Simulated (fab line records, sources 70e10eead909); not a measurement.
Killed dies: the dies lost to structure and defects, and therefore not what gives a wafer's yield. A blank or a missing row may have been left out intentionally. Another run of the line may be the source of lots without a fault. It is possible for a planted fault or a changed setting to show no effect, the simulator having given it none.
Which tool did it? || flow nand harc || 21 wafers from 7 lots sampled at 2 of the route's 1159 steps

WHAT THE GAUGES READ, wafer by wafer
NHARC_A_ONON_D1_THK_MEAS_11: measures by ellipsometry.
{"lot": "L587", "measured": "day 8 06:25", "on": "film metro-01", "thk nm (nm)": "1007 1009 1008"}
{"lot": "L591", "measured": "day 9 12:51", "on": "film metro-02", "thk nm (nm)": "1009 1007 1622"}
{"lot": "L596", "measured": "day 10 18:21", "on": "film metro-02", "thk nm (nm)": "999 1001 999"}
{"lot": "L598", "measured": "day 11 09:58", "on": "film metro-01", "thk nm (nm)": "995 995 994"}
{"lot": "L601", "measured": "day 12 02:01", "on": "film metro-01", "thk nm (nm)": "999 1002 1001"}
{"lot": "L602", "measured": "day 12 05:29", "on": "film metro-02", "thk nm (nm)": "1015 1013 1015"}
{"lot": "L604", "measured": "day 12 17:08", "on": "film metro-02", "thk nm (nm)": "1002 1001 1002"}

TOOL THAT RAN EACH LOT (tool first, then ch and the chambers of the sampled wafers, then the start)
{"lot": "L587", "NHARC_A_ONON_D1_DEP_09": "pecvd onon-02 ch 0, day 8 05:55"}
{"lot": "L591", "NHARC_A_ONON_D1_DEP_09": "pecvd onon-04 ch 0, day 9 12:20"}
{"lot": "L596", "NHARC_A_ONON_D1_DEP_09": "pecvd onon-01 ch 0, day 10 17:57"}
{"lot": "L598", "NHARC_A_ONON_D1_DEP_09": "pecvd onon-01 ch 0, day 11 09:26"}
{"lot": "L601", "NHARC_A_ONON_D1_DEP_09": "pecvd onon-02 ch 0, day 12 01:31"}
{"lot": "L602", "NHARC_A_ONON_D1_DEP_09": "pecvd onon-04 ch 0, day 12 04:58"}
{"lot": "L604", "NHARC_A_ONON_D1_DEP_09": "pecvd onon-04 ch 0, day 12 16:37"}
- NHARC_A_ONON_D1_DEP_09: target thk 1000 nm.

THE ANSWER, worked out from the rows above alone
Rule: the lots themselves supply what counts as usual. The widest of any qualifying gaps counts: lots, ordered by their means at a reading, are off when they make up no more than a third of the lots, leave a main group of 4 or more, and stand apart from it by 3 or more times the standard deviation of that group's means. If all means in a main group match to the digits the tables above print for the reading, that group is not used. A lot without any number at a reading at which 4 lots or more have one is off too. Where the step has rows for the other lots, those lots are counted as sound.
Off, at NHARC_A_ONON_D1_THK_MEAS_11 on thk nm: L591. The main group has a mean of 1003 nm with a standard deviation of 6.3.
A tool fits if, at a process step before that reading, it ran every lot that is off, and no sound lot after the first of them. The gauges at NHARC_A_ONON_D1_THK_MEAS_11 are tried like those tools. Not one of the candidates tried fits.

WHAT THE SIMULATOR HAD INSERTED
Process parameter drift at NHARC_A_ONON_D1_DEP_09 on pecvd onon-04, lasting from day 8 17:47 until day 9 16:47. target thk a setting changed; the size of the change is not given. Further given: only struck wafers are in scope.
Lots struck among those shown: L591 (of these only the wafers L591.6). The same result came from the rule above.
